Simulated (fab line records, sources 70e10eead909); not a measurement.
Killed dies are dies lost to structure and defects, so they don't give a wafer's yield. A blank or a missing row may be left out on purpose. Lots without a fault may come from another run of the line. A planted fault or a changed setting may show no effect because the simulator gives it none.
Problem report in the 8D (eight disciplines) form, filled by code | flow nand_harc | the parts of the form that need people (team, actions taken, sign-off) are left out

1. THE PROBLEM
killed_at_array at NHARC_END_SORT_01 reads a mean of 666 on 9 wafers of 3 lots; wafers without a fault read 53 with a standard deviation of 18. That is +34 standard deviations from the usual mean.
First seen on wafer L251.1, day 27 06:23, on prober-01. The record holds 10 wafers of 4 lots with a number at this step. Rule for "out", or "out of limits": more than 4 standard deviations from the usual mean. The other wafers with a number count as sound.

2. WHAT IT IS AND WHAT IT IS NOT
question                    | is                           | is not
which readings at this step | killed_at_array, killed_dies | killed_at_other, killed_at_periphery, killed_open, killed_short
which lots                  | L251, L252, L253             | L258
which wafers of those lots  | all that have a number       | -
read on which gauges        | prober-01, prober-02         | -
when                        | from day 27 06:23            | up to then (0 sound wafers); but 1 sound wafer of L258 came after

3. SUSPECTS, AND WHAT RULES EACH OUT
Counting: a tool at a process step up to the reading stays a suspect if it ran every lot that is out and no sound lot after the first of them.
- the gauge at NHARC_END_SORT_01: ruled out. The wafers that are out were read on 2 gauges (prober-01, prober-02).
- pecvd-03 at NHARC_A_SGD_CUT_DEP_00 (deposits SiNx, target thk 50 nm): kept. It ran every lot that is out, first L251 (day 22 05:01), and no sound lot after that.
Left after counting: pecvd-03 at NHARC_A_SGD_CUT_DEP_00.

4. THE CAUSE (what the simulator had put in)
Process parameter drift: pecvd-03, from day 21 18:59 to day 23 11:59, at NHARC_A_SGD_CUT_DEP_00. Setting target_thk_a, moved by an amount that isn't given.
Counting left only this tool.

5. THE CHAIN OF EFFECTS, in route order
Each row: a reading whose mean over the struck wafers that have a number lies more than 3 standard deviations from the usual. Only readings for which the record gives a usual standard deviation are gone through. hours: the time from each lot's start at the first step in this table that gives one to its start at this step, as a median over the lots. sigmas: the change in usual standard deviations.
hours | step              | reading         | usual | on struck wafers | change | sigmas
0     | NHARC_END_SORT_01 | killed_at_array | 53    | 666              | +613   | +34
0     | NHARC_END_SORT_01 | killed_dies     | 58    | 671              | +613   | +34

6. WHAT WOULD HAVE CAUGHT IT SOONER
In this record the first reading out of limits at a measuring or inspecting step was taken at day 27 06:23, 131 hours after the fault began at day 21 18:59.
Of the tool readings at NHARC_A_SGD_CUT_DEP_00 for which the record gives a usual standard deviation, none was out on any struck wafer, so an alarm limit of 4 standard deviations on them would not have fired.
All the lots that are out (3) had begun NHARC_A_SGD_CUT_DEP_00 on pecvd-03 by day 27 06:23. A hold on the tool at that time would have spared none of them.
